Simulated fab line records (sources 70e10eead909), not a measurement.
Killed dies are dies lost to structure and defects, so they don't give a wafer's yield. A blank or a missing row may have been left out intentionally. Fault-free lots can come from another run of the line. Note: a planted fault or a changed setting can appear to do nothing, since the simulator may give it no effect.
Matching of chambers | flow nandHarc | 4 sister chambers for NHARC_P_GATE_DESCUM_93 on rieDiel-01
The step chemistry O2, time 3 s. 14 wafers are shown with their chamber, then 7 later ones without.

== WAFERS PAIRED WITH THEIR CHAMBERS ==
wafer  | chamber | drypumpMotorCurrentA (A) | oesProductAu (a.u.) | throttleValvePct (%)
L885.1 | 1       | 5.7                      | 0.990               | 11.333
L885.4 | 2       | 5.4                      | 0.984               | 11.312
L885.5 | 2       | 5.4                      | 1.000               | 11.314
L886.1 | 2       | 5.3                      | 0.987               | 11.312
L886.4 | 1       | 5.7                      | 0.990               | 11.309
L886.5 | 2       | 5.3                      | 0.992               | 11.306
L887.2 | 0       | 5.5                      | 1.015               | 11.287
L887.4 | 3       | 6.0                      | 0.998               | 11.300
L887.5 | 3       | 6.0                      | 0.998               | 11.315
L888.1 | 0       | 5.5                      | 1.001               | 11.319
L888.2 | 2       | 5.4                      | 0.989               | 11.311
L888.6 | 3       | 6.0                      | 1.002               | 11.315
L889.2 | 2       | 5.4                      | 0.989               | 11.306
L889.4 | 0       | 5.4                      | 1.003               | 11.323

SIGNATURES (averages over the wafers above)
reading              | chamber 0 | chamber 1 | chamber 2 | chamber 3 | scatter within a chamber
drypumpMotorCurrentA | 5.467     | 5.700     | 5.367     | 6.000     | 0.0447
oesProductAu         | 1.00633   | 0.99000   | 0.99017   | 0.99933   | 0.00526
throttleValvePct     | 11.30967  | 11.32100  | 11.31017  | 11.31000  | 0.0113
Rule: a wafer lies at a distance from a chamber equal to the root of the sum of squares, over the readings, of (its reading less the chamber's mean, divided by the reading's scatter). The wafer belongs to the nearest chamber; if the next one is less than 2 further off, it can't be placed. The scatter: take each reading less its chamber's mean, square it, sum over the shown wafers, divide by the number of wafers less the number of chambers, and take the root.

== WAFERS WITHOUT THEIR CHAMBER ==
wafer  | drypumpMotorCurrentA (A) | oesProductAu (a.u.) | throttleValvePct (%)
L889.5 | 6.0                      | 0.989               | 11.302
L891.1 | 5.5                      | 1.011               | 11.309
L891.4 | 5.8                      | 0.990               | 11.282
L891.5 | 6.0                      | 1.012               | 11.312
L907.1 | 6.0                      | 0.995               | 11.324
L907.3 | 5.7                      | 1.006               | 11.298
L907.5 | 5.4                      | 1.001               | 11.309

== WHICH CHAMBER EACH WENT THROUGH ==
wafer  | from the rows above     | in truth
L889.5 | 3                       | 3
L891.1 | 0                       | 0
L891.4 | can't be placed: 1 or 3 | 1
L891.5 | 3                       | 3
L907.1 | 3                       | 3
L907.3 | can't be placed: 1 or 0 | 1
L907.5 | can't be placed: 0 or 2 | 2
Correct placement for 4 of the 7. These rows do not allow placing 3 (true chamber among the candidates in 3). Wrongly placed: 0.
